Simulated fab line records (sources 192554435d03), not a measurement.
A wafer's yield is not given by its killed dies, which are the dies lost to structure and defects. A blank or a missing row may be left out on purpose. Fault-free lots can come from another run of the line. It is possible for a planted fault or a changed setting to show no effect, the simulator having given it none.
Matching of chambers	flow n5-finfet	N5_BEOL_M3_ETCH_74 on rie-diel-02 has 4 sister chambers
The step etches underlayer in N2/H2, target depth 6.5 nm, time 5.2 s. 8 wafers are shown with their chamber, then 9 later ones without.

== EACH WAFER AND ITS CHAMBER ==
wafer	chamber	showerhead-plenum-p-Torr (Torr)	drypump-motor-current-A (A)
L079.3	2	2.60	5.3
L079.4	2	2.60	5.3
L080.1	3	2.60	5.9
L081.2	1	2.54	5.9
L081.5	0	2.40	6.5
L083.1	1	2.54	5.9
L083.2	0	2.39	6.6
L083.4	3	2.60	5.9

== WAFERS WITH NO CHAMBER GIVEN ==
wafer	showerhead-plenum-p-Torr (Torr)	drypump-motor-current-A (A)
L084.1	2.54	5.9
L084.2	2.59	5.9
L084.6	2.39	6.5
L087.1	2.53	5.9
L087.3	2.59	5.9
L087.6	2.39	6.6
L092.3	2.39	6.5
L092.4	2.59	5.2
L092.6	2.59	5.2

== EACH ONE'S CHAMBER ==
wafer	from the rows above	in truth
L084.1	1	1
L084.2	3	3
L084.6	0	0
L087.1	1	1
L087.3	3	3
L087.6	0	0
L092.3	0	0
L092.4	2	2
L092.6	2	2
Placed correctly: 9 of 9. Left unplaced by these rows: 0. Placed wrongly: 0.
How it was worked out, from the rows above alone: a wafer's distance from a chamber is the root of the sum, over the readings, of the square of ((its reading less the chamber's mean) divided by the reading's scatter). If the next closest chamber is less than 2 further off than the closest, the wafer can't be placed; otherwise it belongs to the closest. For every chamber, the mean is computed from those of its wafers that are shown. How the scatter is found: for the shown wafers, subtract from each reading the mean of its chamber, square and add these, divide the total by (wafers less chambers), then take the root.
